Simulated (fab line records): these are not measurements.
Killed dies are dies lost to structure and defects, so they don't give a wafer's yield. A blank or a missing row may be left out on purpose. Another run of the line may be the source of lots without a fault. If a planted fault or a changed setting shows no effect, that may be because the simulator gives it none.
Chamber matching + flow n5_finfet + N5_BEOL_M1_ETCH_69 on rie_diel-06 has 4 sister chambers
The step etches SiARC in CF4, target depth 15.6 nm, time 26 s. 20 wafers are shown with their chamber, then 10 later ones without.

== EACH WAFER AND ITS CHAMBER ==
| wafer  | chamber | showerhead_plenum_p_Torr (Torr) | throttle_valve_pct (%) | oes_product_au (a.u.) |
|--------|---------|---------------------------------|------------------------|-----------------------|
| L074.3 | 3       | 2.02                            | 15.74                  | 0.60                  |
| L074.4 | 1       | 2.11                            | 15.97                  | 0.59                  |
| L074.5 | 1       | 2.11                            | 15.97                  | 0.60                  |
| L077.1 | 0       | 2.16                            | 15.67                  | 0.68                  |
| L077.4 | 3       | 2.02                            | 15.73                  | 0.59                  |
| L077.5 | 2       | 2.13                            | 15.85                  | 0.62                  |
| L078.2 | 0       | 2.16                            | 15.68                  | 0.69                  |
| L078.5 | 3       | 2.02                            | 15.75                  | 0.60                  |
| L078.6 | 0       | 2.16                            | 15.66                  | 0.70                  |
| L080.2 | 2       | 2.13                            | 15.87                  | 0.62                  |
| L080.5 | 2       | 2.13                            | 15.87                  | 0.62                  |
| L080.6 | 0       | 2.16                            | 15.69                  | 0.69                  |
| L081.2 | 2       | 2.13                            | 15.87                  | 0.62                  |
| L081.4 | 2       | 2.13                            | 15.86                  | 0.62                  |
| L081.5 | 0       | 2.16                            | 15.69                  | 0.69                  |
| L087.2 | 2       | 2.12                            | 15.92                  | 0.62                  |
| L087.3 | 3       | 2.01                            | 15.77                  | 0.58                  |
| L087.5 | 0       | 2.15                            | 15.73                  | 0.67                  |
| L089.1 | 3       | 2.01                            | 15.78                  | 0.58                  |
| L089.2 | 2       | 2.12                            | 15.92                  | 0.61                  |

SIGNATURES, as means of the wafers listed above
| reading                  | chamber 0 | chamber 1 | chamber 2 | chamber 3 | scatter within a chamber |
|--------------------------|-----------|-----------|-----------|-----------|--------------------------|
| showerhead_plenum_p_Torr | 2.1583    | 2.1100    | 2.1271    | 2.0160    | 0.00465                  |
| throttle_valve_pct       | 15.6867   | 15.9700   | 15.8800   | 15.7540   | 0.0243                   |
| oes_product_au           | 0.6867    | 0.5950    | 0.6186    | 0.5900    | 0.00817                  |
Rule: for a wafer and a chamber, the distance is found by dividing, reading by reading, the gap between the wafer's reading and the chamber's mean by the reading's scatter, squaring, summing and taking the root. If the next closest chamber is less than 2 further off than the closest, the wafer can't be placed; otherwise it belongs to the closest. How the scatter is found: for the shown wafers, subtract from each reading the mean of its chamber, square and add these, divide the total by (wafers less chambers), then take the root.

== WAFERS WITHOUT THEIR CHAMBER ==
| wafer  | showerhead_plenum_p_Torr (Torr) | throttle_valve_pct (%) | oes_product_au (a.u.) |
|--------|---------------------------------|------------------------|-----------------------|
| L089.3 | 2.15                            | 15.74                  | 0.67                  |
| L090.1 | 2.11                            | 15.49                  | 0.85                  |
| L090.2 | 2.15                            | 15.73                  | 0.67                  |
| L090.3 | 2.01                            | 15.80                  | 0.57                  |
| L092.3 | 2.15                            | 15.74                  | 0.67                  |
| L092.4 | 2.12                            | 15.93                  | 0.61                  |
| L092.5 | 2.10                            | 15.49                  | 0.83                  |
| L093.1 | 2.15                            | 15.72                  | 0.66                  |
| L093.2 | 2.12                            | 15.94                  | 0.60                  |
| L093.5 | 2.10                            | 15.50                  | 0.83                  |

== WHICH CHAMBER EACH ONE RAN IN ==
| wafer  | from the rows above     | in truth                   |
|--------|-------------------------|----------------------------|
| L089.3 | 0                       | 0                          |
| L090.1 | 0                       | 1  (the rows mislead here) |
| L090.2 | 0                       | 0                          |
| L090.3 | 3                       | 3                          |
| L092.3 | 0                       | 0                          |
| L092.4 | can't be placed: 2 or 1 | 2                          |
| L092.5 | 0                       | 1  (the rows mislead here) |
| L093.1 | 0                       | 0                          |
| L093.2 | can't be placed: 1 or 2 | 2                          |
| L093.5 | 0                       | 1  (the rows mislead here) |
Correct placement for 5 of the 10. Unplaceable from these rows: 2, with the true chamber sitting among the candidates in 2. Placed wrongly: 3.
